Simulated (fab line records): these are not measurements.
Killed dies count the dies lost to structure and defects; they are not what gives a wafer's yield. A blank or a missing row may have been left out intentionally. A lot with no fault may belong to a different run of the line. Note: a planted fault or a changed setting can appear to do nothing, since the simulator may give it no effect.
Matching of chambers	flow n5 finfet	N5_BEOL_M5_ETCH_75 on rie diel-05: 4 sister chambers
The step etches underlayer in N2/H2, target depth 6.5 nm, time 5.2 s. 14 wafers are shown with their chamber, then 7 later ones without.

## WAFERS, EACH WITH ITS CHAMBER
wafer	chamber	throttle valve pct (%)	showerhead plenum p Torr (Torr)	etch rf on time s (s)
L074.2	3	17.85	2.52	5.18
L074.3	0	17.89	2.45	4.98
L074.6	2	18.17	2.55	5.16
L078.2	1	18.31	2.54	5.31
L078.3	3	17.85	2.52	5.16
L078.6	2	18.20	2.55	5.17
L082.1	3	17.87	2.51	5.22
L082.2	0	17.92	2.44	5.03
L082.5	0	17.93	2.44	5.00
L086.3	3	17.89	2.51	5.27
L086.5	3	17.88	2.51	5.25
L086.6	1	18.35	2.53	5.38
L093.1	1	18.38	2.53	5.39
L093.3	2	18.25	2.53	5.16

SIGNATURES, as means of the wafers listed above
reading	chamber 0	chamber 1	chamber 2	chamber 3	scatter within a chamber
throttle valve pct	17.9133	18.3467	18.2067	17.8680	0.0281
showerhead plenum p Torr	2.4433	2.5333	2.5433	2.5140	0.00721
etch rf on time s	5.0033	5.3600	5.1633	5.2160	0.037
Rule: for a wafer and a chamber, the distance is found by dividing, reading by reading, the gap between the wafer's reading and the chamber's mean by the reading's scatter, squaring, summing and taking the root. If the next closest chamber is less than 2 further off than the closest, the wafer can't be placed; otherwise it belongs to the closest. The scatter: take each reading less its chamber's mean, square it, sum over the shown wafers, divide by the number of wafers less the number of chambers, and take the root.

## WAFERS WHOSE CHAMBER IS MISSING
wafer	throttle valve pct (%)	showerhead plenum p Torr (Torr)	etch rf on time s (s)
L093.5	17.89	2.50	5.33
L091.1	18.24	2.53	5.31
L091.2	18.36	2.53	5.39
L091.4	17.94	2.44	4.97
L095.3	17.91	2.50	5.27
L095.4	18.38	2.53	5.36
L095.6	18.00	2.44	5.01

## WHICH CHAMBER EACH ONE RAN IN
wafer	from the rows above	in truth
L093.5	3	3
L091.1	can't be placed: 1 or 2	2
L091.2	1	1
L091.4	0	0
L095.3	3	3
L095.4	1	1
L095.6	0	0
Correct placement for 6 of the 7. These rows do not allow placing 1 (true chamber among the candidates in 1). Wrongly placed: 0.
